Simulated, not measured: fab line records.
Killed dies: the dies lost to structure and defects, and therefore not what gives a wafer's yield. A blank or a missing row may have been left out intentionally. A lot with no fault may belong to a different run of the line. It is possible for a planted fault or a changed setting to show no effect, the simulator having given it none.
Problem report, 8D (eight disciplines) form, completed by code -- flow n5_finfet -- the parts of the form that need people (team, actions taken, sign-off) are left out

1. WHAT WENT WRONG
At N5_BEOL_M4_CO_CAP_55, run_length_s averages 179.7 s over 6 wafers from 2 lots, while fault-free wafers read 124.9 s, standard deviation 0.58. That is +94 standard deviations from the usual mean.
The step: material Co, precursor CCTBA/H2, target thk 2 nm, time 102.1 s.
First seen on wafer L692.1, day 12 16:37, on cvd_co-01. At this step, 33 wafers from 11 lots have a number in the record. Rule for "out", or "out of limits": more than 4 standard deviations from the usual mean. The rest of the wafers with a number are treated as sound.

2. WHAT IT IS, AND WHAT IT ISN'T
question,is,is not
which readings at this step,run_length_s,heater_power_w
which lots,"L692, L693","L675, L676, L678, L679, L681, L684, L685, L686, L696"
which wafers of those lots,all that have a number,-
read on which tools,cvd_co-01,cvd_co-02
when,from day 12 16:37,up to then (24 sound wafers); but 3 sound wafers of L696 came after

3. SUSPECTS, AND WHAT RULES EACH OUT
Counting: a tool stays on the suspect list if, at a process step up to the reading, it processed all lots that are out and no sound lot following the first of them.
- pvd_sputter-02 at N5_BEOL_M4_SPUTTER_79 (material Cu, target thk 4.5 nm, time 8.29 s): kept. It ran every lot that is out, first L692 (day 12 14:13), and no sound lot after that; its last sound lot up to then is L676 (day 9 00:22).
- pvd_sputter-02 at N5_BEOL_M4_SPUTTER_86 (material Cu, target thk 4.5 nm, time 8.29 s): kept. It ran every lot that is out, first L692 (day 12 14:39), and no sound lot after that; its last sound lot up to then is L676 (day 9 00:49).
- cvd_co-01 at N5_BEOL_M4_CO_CAP_55 (material Co, precursor CCTBA/H2, target thk 2 nm, time 102.1 s): kept. It ran every lot that is out, first L692 (day 12 16:37), and no sound lot after that; its last sound lot up to then is L685 (day 11 09:20). Its own run_length_s readings are out on those wafers.
After the count, these remain: pvd_sputter-02 at N5_BEOL_M4_SPUTTER_79, pvd_sputter-02 at N5_BEOL_M4_SPUTTER_86 and cvd_co-01 at N5_BEOL_M4_CO_CAP_55.

4. THE CAUSE (what the simulator had put in)
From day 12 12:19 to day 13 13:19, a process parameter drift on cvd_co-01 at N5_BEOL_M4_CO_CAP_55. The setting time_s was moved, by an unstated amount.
This tool is one of the 3 suspects left after counting.

5. SEQUENCE OF EFFECTS, ordered by route
Each row: a reading whose mean over the struck wafers that have a number lies more than 3 standard deviations from the usual. Only readings for which the record gives a usual standard deviation are gone through. hours: the time from each lot's start at the first step in this table that gives one to its start at this step, as a median over the lots. sigmas: the change in usual standard deviations.
hours,step,reading,usual,on struck wafers,change,sigmas
0,N5_BEOL_M4_CO_CAP_55,run_length_s,124.9 s,179.7,+54.8,+94
Its process steps:
- N5_BEOL_M4_CO_CAP_55: material Co, precursor CCTBA/H2, target thk 2 nm, time 102.1 s.
At these later measuring or inspecting steps, every struck wafer for which the step has a row has a number for every such reading, and none has moved that far: N5_BEOL_M4_RC_MEAS_101.

6. WHAT WOULD HAVE CAUGHT IT SOONER
In this record the first reading out of limits was taken at day 12 16:37, 4 hours after the fault began at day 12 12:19.
